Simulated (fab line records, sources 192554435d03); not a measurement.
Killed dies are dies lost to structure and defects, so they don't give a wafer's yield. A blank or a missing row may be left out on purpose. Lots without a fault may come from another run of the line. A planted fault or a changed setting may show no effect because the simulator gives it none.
Which tool did it? | flow n5_finfet | 14 lots, 42 wafers sampled, at 5 steps of a route of 1938

WHAT THE GAUGES READ, wafer by wafer
N5_BEOL_M6_CD_MEAS_11: target cd 38.5 nm. Usual: cd_nm 38.6 nm, standard deviation 0.53.
lot  | measured     | on        | cd_nm (nm)     | flag
L487 | day 8 22:22  | cd_sem-02 | 38.9 39.7 38.6 |
L488 | day 9 07:41  | cd_sem-02 | 38.7 38.4 38.2 |
L491 | day 10 12:58 | cd_sem-03 | 39.1 38.8 39.3 |
L495 | day 10 19:57 | cd_sem-01 | 38.4 37.9 38.2 |
L500 | day 12 10:11 | cd_sem-01 | 38.6 39.0 38.8 |
L501 | day 12 14:25 | cd_sem-02 | 39.5 38.3 38.5 |
L502 | day 12 20:07 | cd_sem-01 | 40.1 38.9 39.4 |
L503 | day 12 23:07 | cd_sem-03 | 38.5 39.3 38.7 |
L504 | day 13 13:03 | cd_sem-03 | 38.2 39.0 38.0 |
L506 | day 13 16:50 | cd_sem-02 | 38.1 39.4 38.9 |
L505 | day 13 22:29 | cd_sem-03 | 39.2 38.3 38.8 |
L507 | day 14 09:25 | cd_sem-02 | 39.1 39.8 38.1 |
L508 | day 14 10:48 | cd_sem-03 | 38.5 38.7 38.8 |
L509 | day 14 23:23 | cd_sem-02 | 37.8 38.1 38.6 |

N5_BEOL_M6_CD_MEAS_18: pitch 80 nm, target cd 40 nm. Usual: cd_nm 40.1 nm, standard deviation 0.77.
lot  | measured     | on        | cd_nm (nm)     | flag
L487 | day 8 23:05  | cd_sem-03 | 40.7 40.5 39.4 |
L488 | day 9 08:16  | cd_sem-02 | 40.1 39.3 39.4 |
L491 | day 10 13:30 | cd_sem-03 | - - -          | OFF
L495 | day 10 20:45 | cd_sem-02 | - - -          | OFF
L500 | day 12 10:47 | cd_sem-01 | 40.4 40.3 40.7 |
L501 | day 12 14:58 | cd_sem-01 | 41.3 40.4 40.1 |
L502 | day 12 20:48 | cd_sem-03 | 42.0 40.6 41.4 |
L503 | day 12 23:39 | cd_sem-02 | 39.7 40.5 39.9 |
L504 | day 13 13:43 | cd_sem-01 | 39.0 40.9 39.9 |
L506 | day 13 17:23 | cd_sem-02 | 39.0 40.1 39.8 |
L505 | day 13 23:11 | cd_sem-03 | 40.3 39.6 40.6 |
L507 | day 14 10:02 | cd_sem-02 | 40.8 40.6 40.0 |
L508 | day 14 11:25 | cd_sem-03 | 39.8 39.6 40.6 |
L509 | day 14 23:56 | cd_sem-02 | 39.1 39.3 39.4 |

WHICH TOOL RAN EACH LOT (tool, then ch and the chambers of the sampled wafers, then the start)
lot  | N5_BEOL_M5_SPUTTER_90        | N5_BEOL_M6_PECVD_70             | N5_BEOL_M6_HM_OPEN_17
L487 | pvd_sputter-01, day 8 16:55  | pecvd-02 ch 0,1,2, day 8 19:44  | rie_metal-02 ch 0,1, day 8 22:44
L488 | pvd_sputter-01, day 9 01:37  | pecvd-04 ch 1, day 9 04:52      | rie_metal-02 ch 0,1, day 9 08:05
L491 | pvd_sputter-01, day 10 08:00 | pecvd-01 ch 2, day 10 12:04     | rie_metal-01 ch 0,1, day 10 13:19
L495 | pvd_sputter-03, day 10 14:09 | pecvd-02 ch 0,1,2, day 10 19:10 | rie_metal-01 ch 0,1, day 10 20:31
L500 | pvd_sputter-01, day 12 05:54 | pecvd-02 ch 0,1, day 12 07:55   | rie_metal-02 ch 0,1, day 12 10:37
L501 | pvd_sputter-03, day 12 10:13 | pecvd-01 ch 0,1,2, day 12 12:04 | rie_metal-01 ch 0,1, day 12 14:49
L502 | pvd_sputter-01, day 12 15:44 | pecvd-04 ch 0,2, day 12 18:12   | rie_metal-02 ch 0,1, day 12 20:37
L503 | pvd_sputter-03, day 12 19:59 | pecvd-04 ch 0,1,2, day 12 21:43 | rie_metal-03 ch 0, day 12 23:28
L504 | pvd_sputter-03, day 13 08:54 | pecvd-01 ch 0,1, day 13 10:45   | rie_metal-01 ch 1, day 13 13:26
L506 | pvd_sputter-01, day 13 14:34 | pecvd-02 ch 0,1,2, day 13 16:18 | rie_metal-02 ch 0,1, day 13 17:12
L505 | pvd_sputter-02, day 13 17:00 | pecvd-01 ch 1,2, day 13 19:43   | rie_metal-02 ch 0,1, day 13 22:51
L507 | pvd_sputter-02, day 14 05:19 | pecvd-04 ch 0,1,2, day 14 07:04 | rie_metal-03 ch 0,1, day 14 09:47
L508 | pvd_sputter-01, day 14 08:15 | pecvd-01 ch 1,2, day 14 09:59   | rie_metal-01 ch 1, day 14 11:14
L509 | pvd_sputter-03, day 14 19:46 | pecvd-04 ch 0,2, day 14 22:23   | rie_metal-03 ch 0,1, day 14 23:45
- N5_BEOL_M5_SPUTTER_90: material Cu, target thk 4.5 nm, time 8.29 s.
- N5_BEOL_M6_PECVD_70: deposits SiO2 from TEOS/O2, target thk 20 nm, time 22.7 s.
- N5_BEOL_M6_HM_OPEN_17: chemistry Cl2/BCl3, target TiN, target depth 20 nm, overetch 6 nm.

WHAT THE TOOLS THEMSELVES READ (means of the sampled wafers that have a number; where no wafer has one, the mark that the record gives instead)
N5_BEOL_M5_SPUTTER_90. Usual: throttle_valve_pct 29.9 %, standard deviation 1.2.
lot  | tool           | throttle_valve_pct (%) | flag
L487 | pvd_sputter-01 | 28.7                   |
L488 | pvd_sputter-01 | 31.1                   |
L491 | pvd_sputter-01 | 29.5                   |
L495 | pvd_sputter-03 | 28.4                   |
L500 | pvd_sputter-01 | 30.9                   |
L501 | pvd_sputter-03 | 30.3                   |
L502 | pvd_sputter-01 | 29.7                   |
L503 | pvd_sputter-03 | 30.2                   |
L504 | pvd_sputter-03 | 29.3                   |
L506 | pvd_sputter-01 | 29.5                   |
L505 | pvd_sputter-02 | 29.9                   |
L507 | pvd_sputter-02 | 29.6                   |
L508 | pvd_sputter-01 | 29.9                   |
L509 | pvd_sputter-03 | 29.9                   |

N5_BEOL_M6_PECVD_70. Usual: heater_power_w 697 W, standard deviation 82; rf_fwd_power_W 445.0 W, standard deviation 2.2; showerhead_plenum_p_Torr 8.76 Torr, standard deviation 0.058; throttle_valve_pct 21.8 %, standard deviation 1.1.
lot  | tool     | heater_power_w (W) | rf_fwd_power_W (W) | showerhead_plenum_p_Torr (Torr) | throttle_valve_pct (%) | flag
L487 | pecvd-02 | 671                | 444.7              | 8.76                            | 22.6                   |
L488 | pecvd-04 | 620                | 443.1              | 8.84                            | 23.3                   |
L491 | pecvd-01 | 660                | 446.0              | 8.76                            | 20.8                   |
L495 | pecvd-02 | 664                | 443.6              | 8.76                            | 22.8                   |
L500 | pecvd-02 | 631                | 445.9              | 8.81                            | 23.0                   |
L501 | pecvd-01 | 808                | 443.6              | 8.71                            | 20.9                   |
L502 | pecvd-04 | 673                | 446.7              | 8.78                            | 20.6                   |
L503 | pecvd-04 | 699                | 446.7              | 8.79                            | 21.6                   |
L504 | pecvd-01 | 717                | 443.4              | 8.68                            | 21.1                   |
L506 | pecvd-02 | 647                | 445.0              | 8.77                            | 22.7                   |
L505 | pecvd-01 | 748                | 446.2              | 8.70                            | 21.2                   |
L507 | pecvd-04 | 674                | 445.7              | 8.80                            | 21.8                   |
L508 | pecvd-01 | 781                | 444.4              | 8.72                            | 21.3                   |
L509 | pecvd-04 | 643                | 447.1              | 8.78                            | 20.8                   |

N5_BEOL_M6_HM_OPEN_17. Usual: bcl3_flow_sccm 21.76 sccm, standard deviation 0.061; bias_w 126.0 W, standard deviation 0.38; drypump_motor_current_A 5.8 A, standard deviation 0.39; mfc_cl2_sccm 53.19 sccm, standard deviation 0.16; oes_product_au 0.62 a.u., standard deviation 0.081; rf_fwd_power_W 992 W, standard deviation 3.7; throttle_valve_pct 22.28 %, standard deviation 0.23.
lot  | tool         | bcl3_flow_sccm (sccm) | bias_w (W) | drypump_motor_current_A (A) | mfc_cl2_sccm (sccm) | oes_product_au (a.u.) | rf_fwd_power_W (W) | throttle_valve_pct (%) | flag
L487 | rie_metal-02 | 21.79                 | 126.1      | 5.3                         | 53.22               | 0.58                  | 990                | 22.45                  |
L488 | rie_metal-02 | 21.72                 | 125.8      | 5.5                         | 53.12               | 0.56                  | 991                | 22.37                  |
L491 | rie_metal-01 | -                     | -          | -                           | -                   | -                     | -                  | -                      | OFF
L495 | rie_metal-01 | -                     | -          | -                           | -                   | -                     | -                  | -                      | OFF
L500 | rie_metal-02 | 21.77                 | 126.3      | 5.5                         | 53.23               | 0.72                  | 992                | 22.18                  |
L501 | rie_metal-01 | 21.79                 | 125.5      | 6.0                         | 53.30               | 0.55                  | 998                | 22.34                  |
L502 | rie_metal-02 | 21.79                 | 125.8      | 5.5                         | 53.15               | 0.71                  | 992                | 22.17                  |
L503 | rie_metal-03 | 21.87                 | 126.0      | 5.9                         | 53.21               | 0.69                  | 987                | 22.36                  |
L504 | rie_metal-01 | 21.75                 | 126.1      | 5.9                         | 53.28               | 0.59                  | 996                | 22.01                  |
L506 | rie_metal-02 | 21.74                 | 125.7      | 5.5                         | 53.29               | 0.71                  | 990                | 22.16                  |
L505 | rie_metal-02 | 21.82                 | 125.7      | 5.3                         | 53.07               | 0.64                  | 992                | 22.36                  |
L507 | rie_metal-03 | 21.68                 | 126.0      | 6.2                         | 53.14               | 0.61                  | 993                | 22.34                  |
L508 | rie_metal-01 | 21.74                 | 126.0      | 6.0                         | 53.13               | 0.58                  | 996                | 22.00                  |
L509 | rie_metal-03 | 21.76                 | 126.1      | 6.2                         | 53.22               | 0.61                  | 988                | 22.35                  |

THE ANSWER, worked out from the rows above alone
Rule: a lot is off if the mean of its wafers that have a number lies more than 3 standard deviations from the usual mean. A lot without any number at a reading at which 4 lots or more have one is off too. The other lots that the step has rows for count as sound. The gauges are gone through in route order, then the tools' own readings, and for those a lot's mean is taken as printed above. The first step at which some lot is off is used, and at that step the reading that is off furthest; a lot without a number counts as furthest.
Off: L491, L495, at N5_BEOL_M6_CD_MEAS_18 (cd_nm). Without a number there: L491, L495.
A tool fits if, at a process step before that reading, it ran every lot that is off, and no sound lot after the first of them. The gauges at N5_BEOL_M6_CD_MEAS_18 aren't tried: what is off there is off at N5_BEOL_M6_HM_OPEN_17 too, on other tools, and a gauge's error can't cause that. None of those tried fits.

WHAT THE SIMULATOR HAD PUT IN
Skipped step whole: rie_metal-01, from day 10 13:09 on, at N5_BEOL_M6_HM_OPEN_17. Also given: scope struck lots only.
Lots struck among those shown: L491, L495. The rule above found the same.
